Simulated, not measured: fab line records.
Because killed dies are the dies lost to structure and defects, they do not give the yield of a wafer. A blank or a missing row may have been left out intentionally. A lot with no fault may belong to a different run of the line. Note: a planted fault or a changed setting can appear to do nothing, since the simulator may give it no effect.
Lot-split experiment :: flow n5-finfet :: 7 lots, 21 wafers read, on a route of 1938 steps

ON THE SPLIT
At N5_PASSIVATION_PASS_ETCH_47 (etches SiNx in CF4/O2, target depth 770 nm, time 385 s), the setting source-w was moved away from the recipe's 535 W on 8 of the 21 wafers read, by -13.6% to +12.0%. This setting was run at the recipe's value on the other wafers.

The split's own step is where the reading is taken.

THE READING
rf-vpp-V, in V, at N5_PASSIVATION_PASS_ETCH_47 (etches SiNx in CF4/O2, target depth 770 nm, time 385 s). Fault-free wafers of this fab line usually give 239.6 V, standard deviation 2 V.

wafer: L080.1
tool, chamber at the split: rie-diel-06, 0
source-w as run, W: 482.1
against the recipe: -9.9%
rf-vpp-V, V: 256.1
against lot-mates on the recipe: +14.9

wafer: L080.3
tool, chamber at the split: rie-diel-06, 3
source-w as run, W: 535
against the recipe: recipe
rf-vpp-V, V: 240.7
against lot-mates on the recipe: -

wafer: L080.5
tool, chamber at the split: rie-diel-06, 3
source-w as run, W: 535
against the recipe: recipe
rf-vpp-V, V: 241.8
against lot-mates on the recipe: -

wafer: L083.4
tool, chamber at the split: rie-diel-05, 3
source-w as run, W: 535
against the recipe: recipe
rf-vpp-V, V: 240.6
against lot-mates on the recipe: -

wafer: L083.5
tool, chamber at the split: rie-diel-05, 0
source-w as run, W: 535
against the recipe: recipe
rf-vpp-V, V: 239.5
against lot-mates on the recipe: -

wafer: L083.6
tool, chamber at the split: rie-diel-05, 3
source-w as run, W: 535
against the recipe: recipe
rf-vpp-V, V: 243.7
against lot-mates on the recipe: -

wafer: L086.4
tool, chamber at the split: rie-diel-06, 3
source-w as run, W: 501
against the recipe: -6.4%
rf-vpp-V, V: 249.6
against lot-mates on the recipe: +7.7

wafer: L086.5
tool, chamber at the split: rie-diel-06, 0
source-w as run, W: 535
against the recipe: recipe
rf-vpp-V, V: 241.9
against lot-mates on the recipe: -

wafer: L086.6
tool, chamber at the split: rie-diel-06, 1
source-w as run, W: 501
against the recipe: -6.4%
rf-vpp-V, V: 244.5
against lot-mates on the recipe: +2.6

wafer: L090.2
tool, chamber at the split: rie-diel-01, 1
source-w as run, W: 535
against the recipe: recipe
rf-vpp-V, V: 239.9
against lot-mates on the recipe: -

wafer: L090.3
tool, chamber at the split: rie-diel-01, 2
source-w as run, W: 589.2
against the recipe: +10.1%
rf-vpp-V, V: 226.8
against lot-mates on the recipe: -13.1

wafer: L090.4
tool, chamber at the split: rie-diel-01, 3
source-w as run, W: 589.2
against the recipe: +10.1%
rf-vpp-V, V: 230.2
against lot-mates on the recipe: -9.7

wafer: L093.1
tool, chamber at the split: rie-diel-06, 2
source-w as run, W: 465.3
against the recipe: -13.0%
rf-vpp-V, V: 257.2
against lot-mates on the recipe: +15.6

wafer: L093.2
tool, chamber at the split: rie-diel-06, 0
source-w as run, W: 535
against the recipe: recipe
rf-vpp-V, V: 240.6
against lot-mates on the recipe: -

wafer: L093.5
tool, chamber at the split: rie-diel-06, 3
source-w as run, W: 535
against the recipe: recipe
rf-vpp-V, V: 242.5
against lot-mates on the recipe: -

wafer: L096.1
tool, chamber at the split: rie-diel-01, 3
source-w as run, W: 535
against the recipe: recipe
rf-vpp-V, V: 240.5
against lot-mates on the recipe: -

wafer: L096.2
tool, chamber at the split: rie-diel-01, 0
source-w as run, W: 535
against the recipe: recipe
rf-vpp-V, V: 236.2
against lot-mates on the recipe: -

wafer: L096.3
tool, chamber at the split: rie-diel-01, 1
source-w as run, W: 599.2
against the recipe: +12.0%
rf-vpp-V, V: 226.2
against lot-mates on the recipe: -12.2

wafer: L097.3
tool, chamber at the split: rie-diel-06, 2
source-w as run, W: 535
against the recipe: recipe
rf-vpp-V, V: 236.4
against lot-mates on the recipe: -

wafer: L097.4
tool, chamber at the split: rie-diel-06, 1
source-w as run, W: 462.5
against the recipe: -13.6%
rf-vpp-V, V: 256.3
against lot-mates on the recipe: +16.9

wafer: L097.5
tool, chamber at the split: rie-diel-06, 3
source-w as run, W: 535
against the recipe: recipe
rf-vpp-V, V: 242.3
against lot-mates on the recipe: -

THE FIT
A straight line over all 21 wafers: rf-vpp-V changes by -1.23 V for each +1% of source-w; r = -0.97; the points scatter about the line by 2.2 V.
The same after taking each lot's own level away (the mean of its wafers on the recipe; 21 wafers): -1.16 V for each +1%; r = -0.97; scatter 2.1 V.
That fit puts the effect of the largest move of source-w on the reading at 16 V.
Measured against the standard deviation above, the lots' own levels, which go from 238.35 to 241.90 V, span 1.8 times it.
The two slopes agree, so the slope changes little with the lot-to-lot level.
Check: +15.5 V against its lot-mates is what the line predicts for one of the wafers moved furthest among these (-13.6%) when that wafer is left out of the fit. Against them it came out at +16.9 V.
Tool readings at the split's step, against how far the setting was moved: rf-vpp-V r = -0.97.

THE OTHER SPLITS THESE WAFERS WENT THROUGH
Note: prior to the reading, these wafers also went through further splits. Each is held against what the fit with the lots' levels taken away leaves over:
other split on the same wafers: N5_MIM_BOT_LITHO_DEVELOP_07 develop-time-s
wafers away from the commonest value: 2
r with rf-vpp-V (lot level and that fit taken away): +0.49

THE WHOLE CHAIN: every reading that the file lists as answering this split, in the file's order
step: N5_PASSIVATION_PASS_ETCH_47
what it does: etches SiNx in CF4/O2, target depth 770 nm, time 385 s
reading: rf-vpp-V
change (the file's fit): -1.18 V for each +1% of the setting
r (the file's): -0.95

step: N5_PASSIVATION_PASS_ETCH_47
what it does: etches SiNx in CF4/O2, target depth 770 nm, time 385 s
reading: etch.depth-nm (the simulator's own value, which no gauge read)
change (the file's fit): +6.89 nm for each +1% of the setting
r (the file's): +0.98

FILE'S OWN FIT
rf-vpp-V changes by -1.18 V for each +1% of source-w, r = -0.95.
